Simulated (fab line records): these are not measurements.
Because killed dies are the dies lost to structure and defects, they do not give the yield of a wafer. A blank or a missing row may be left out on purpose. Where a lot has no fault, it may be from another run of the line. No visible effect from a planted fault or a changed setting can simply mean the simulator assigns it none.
A struck lot beside a sound one :: flow n5 finfet :: 25 steps out of a route of 1938
Sound: these wafers, L630.2, L630.5, L630.6. Wafers struck: L624.2, L624.3, L624.6. The cause comes at the end.
Per side, at each step with rows, come the tool, then ch with its chambers, and then its first start. Under that, the readings that differ: sound wafers :: struck wafers :: difference of the means :: sigmas: that difference in standard deviations of wafers without a fault.
alike: readings with means less than 2 such deviations apart, plus words and numbers identical on both sides. not compared: withheld readings, readings lacking a value on some wafer, bounds such as >300 that could conceal the same value, and numbers that have no deviation in the record and whose values overlap.
The two part at a step that has a row with sigmas, a row that says differs or no value, or rows on one side only. Non-overlapping numbers with no deviation appear without sigmas and do not part them. A reading missing from all wafers of one side parts the sides only when that side holds two or more wafers.

first, 8 steps without rows for these wafers: N5_BEOL_M9_DEVELOP_10 (develop time 30 s); N5_BEOL_M9_DESCUM_16 (chemistry O2, time 7.9 s); N5_BEOL_M9_ETCH_61 (etches SiARC in CF4, target depth 39 nm, time 65 s); N5_BEOL_M9_ETCH_62 (etches SOC in N2/H2, target depth 110 nm, overetch 22 nm, time 165 s); N5_BEOL_M9_STRIP_68 (strips in N2/H2); N5_BEOL_M9_STRIP_67 (strips in CF4); N5_BEOL_M9_HM_OPEN_17 (chemistry Cl2/BCl3, target TiN, target depth 20 nm, overetch 6 nm); N5_BEOL_M9_STRIP_19 (strips in O2).
N5_BEOL_M9_COAT_63: time 60 s, resist thk 60 nm.
  sound on litho track-05 ch 0, day 15 07:58; struck on litho track-03 ch 0, day 14 04:49
reading: spin speed rpm (rpm)
sound: 1499.6 1501.0 1500.0
struck: 1330.9 1332.3 1333.8
difference: -167.9
sigmas: -99 or more

reading: model.SOC_of_BEOL_M9_COAT_63.thk nm (nm)
sound: 59.8 59.6 59.8
struck: 64 64 64
difference: +4
sigmas: 
  alike: resist line temp C
then, 11 steps without rows for these wafers: N5_BEOL_M9_COAT_64 (time 60 s, resist thk 12 nm); N5_BEOL_M9_COAT_75 (time 60 s, resist thk 5 nm); N5_BEOL_M9_COAT_22 (resist thk 30 nm); N5_BEOL_M9_EBR_24; N5_BEOL_M9_SOFTBAKE_23 (time 60 s); N5_BEOL_M9_EXPOSE_25 (exposes mask V8); N5_BEOL_M9_PEB_26 (peb time 60 s); N5_BEOL_M9_DEVELOP_27 (develop time 30 s); N5_BEOL_M9_DESCUM_33 (chemistry O2, time 7 s); N5_BEOL_M9_ETCH_76 (etches underlayer in N2/H2, target depth 6.5 nm, time 5.2 s); N5_BEOL_M9_ETCH_65 (etches SiARC in CF4, target depth 15.6 nm, time 26 s).
N5_BEOL_M9_ETCH_66: etches SOC in N2/H2, target depth 80 nm, overetch 16 nm, time 120 s.
  sound on rie diel-01 ch 0,1,3, day 15 08:26; struck on rie diel-06 ch 1,2, day 14 05:17
reading: model.etch.depth nm (nm)
sound: 59.85 59.69 59.83
struck: 63.98 63.98 64.05
difference: +4.21
sigmas: 
  alike: bias w, drypump motor current A, h2 flow sccm, oes product au, rf vpp V, showerhead plenum p Torr, temp c, throttle valve pct
  not compared: rf hours counter h
then, 2 steps without rows for these wafers: N5_BEOL_M9_STRIP_69 (strips in N2/H2); N5_BEOL_M9_STRIP_77 (strips in N2/H2).
N5_BEOL_M9_VIA_ETCH_34: etches SiCOH lowk in C4F6/O2, target depth 182.4 nm, time 68.4 s.
  sound on rie diel-01 ch 0,1,3, day 15 08:32; struck on rie diel-06 ch 1,2, day 14 05:23
reading: model.SOC_of_BEOL_M9_COAT_63.thk nm (nm)
sound: 50.4 50.8 51
struck: 55.4 55.2 55.4
difference: +4.6
sigmas: 
  alike: bias w, drypump motor current A, oes product au, rf vpp V, showerhead plenum p Torr, throttle valve pct
  not compared: rf hours counter h
then, 1 step without rows for these wafers: N5_BEOL_M9_STRIP_73 (strips in C4F6/O2).

## WHERE THEY PART
N5_BEOL_M9_COAT_63 only, going by this record. Later steps at which nothing parts them and some readings are alike: N5_BEOL_M9_ETCH_66, N5_BEOL_M9_VIA_ETCH_34.

WHY: the cause the simulator had injected
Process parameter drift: litho track-03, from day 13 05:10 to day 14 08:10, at N5_BEOL_M9_COAT_63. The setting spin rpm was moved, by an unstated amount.
